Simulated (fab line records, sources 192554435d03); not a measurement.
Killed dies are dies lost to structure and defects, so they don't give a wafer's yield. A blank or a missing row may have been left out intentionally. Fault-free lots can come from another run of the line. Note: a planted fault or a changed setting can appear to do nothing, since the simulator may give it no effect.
Chamber matching / flow n5-finfet / rie-si-05 running N5_PMOS_HMC_CHANNEL_EPI_ETCH_38: 4 sister chambers
The step etches SiO2 in CF4, target depth 1.5 nm. 4 wafers are shown with their chamber, then 7 later ones without.

WAFERS PAIRED WITH THEIR CHAMBERS
wafer=L077.5; chamber=0; drypump-motor-current-A (A)=6.0
wafer=L087.3; chamber=2; drypump-motor-current-A (A)=4.9
wafer=L088.1; chamber=3; drypump-motor-current-A (A)=6.1
wafer=L088.2; chamber=1; drypump-motor-current-A (A)=5.8

WAFERS WHOSE CHAMBER IS MISSING
wafer=L088.6; drypump-motor-current-A (A)=4.9
wafer=L090.1; drypump-motor-current-A (A)=4.8
wafer=L090.2; drypump-motor-current-A (A)=6.1
wafer=L090.3; drypump-motor-current-A (A)=6.0
wafer=L096.1; drypump-motor-current-A (A)=6.1
wafer=L096.2; drypump-motor-current-A (A)=5.8
wafer=L096.5; drypump-motor-current-A (A)=4.9

WHICH CHAMBER EACH WENT THROUGH
wafer=L088.6; from the rows above=2; in truth=2
wafer=L090.1; from the rows above=2; in truth=2
wafer=L090.2; from the rows above=3; in truth=3
wafer=L090.3; from the rows above=0; in truth=0
wafer=L096.1; from the rows above=3; in truth=3
wafer=L096.2; from the rows above=1; in truth=1
wafer=L096.5; from the rows above=2; in truth=2
7 of 7 placed correctly. Left unplaced by these rows: 0. 0 placed wrongly.
How it was worked out, from the rows above alone: a wafer's distance from a chamber is the root of the sum, over the readings, of the square of ((its reading less the chamber's mean) divided by the reading's scatter). The wafer belongs to the nearest chamber; if the next one is less than 2 further off, it can't be placed. Each chamber's mean is taken over the wafers shown for it. The scatter (one wafer shown for each chamber): square how far every hidden wafer sits from the nearest shown wafer, average those squares and take the square root.
